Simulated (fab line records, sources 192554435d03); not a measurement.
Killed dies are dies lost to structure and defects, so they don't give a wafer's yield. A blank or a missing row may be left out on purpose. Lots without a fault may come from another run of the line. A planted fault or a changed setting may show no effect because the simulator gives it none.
Chamber matching | flow n5_finfet | N5_BEOL_M9_ETCH_61 on rie_diel-02: 4 sister chambers
The step etches SiARC in CF4, target depth 39 nm, time 65 s. 8 wafers are shown with their chamber, then 7 later ones without.

WAFERS WITH THEIR CHAMBER
wafer  | chamber | throttle_valve_pct (%) | showerhead_plenum_p_Torr (Torr)
L085.1 | 2       | 15.6                   | 2.12
L085.2 | 3       | 15.4                   | 2.25
L085.3 | 0       | 15.8                   | 2.13
L085.4 | 1       | 15.9                   | 2.21
L085.5 | 2       | 15.6                   | 2.12
L085.6 | 3       | 15.4                   | 2.25
L090.1 | 1       | 15.9                   | 2.20
L090.2 | 0       | 15.9                   | 2.12

WAFERS WITHOUT THEIR CHAMBER
wafer  | throttle_valve_pct (%) | showerhead_plenum_p_Torr (Torr)
L090.3 | 15.4                   | 2.25
L090.4 | 15.6                   | 2.11
L090.5 | 15.5                   | 2.25
L090.6 | 15.9                   | 2.12
L096.4 | 16.0                   | 2.20
L096.5 | 15.5                   | 2.24
L096.6 | 15.9                   | 2.12

WHICH CHAMBER EACH WENT THROUGH
wafer  | from the rows above | in truth
L090.3 | 3                   | 3
L090.4 | 2                   | 2
L090.5 | 3                   | 3
L090.6 | 0                   | 0
L096.4 | 1                   | 1
L096.5 | 3                   | 3
L096.6 | 0                   | 0
Placed correctly: 7 of 7. Can't be placed from these rows: 0. Placed wrongly: 0.
How it was worked out, from the rows above alone: a wafer's distance from a chamber is the root of the sum, over the readings, of the square of ((its reading less the chamber's mean) divided by the reading's scatter). The wafer belongs to the nearest chamber; if the next one is less than 2 further off, it can't be placed. A chamber's mean is the mean of its shown wafers. The scatter: the root of (the sum of the squares of (reading less its chamber's mean) over the shown wafers, divided by (wafers less chambers)).
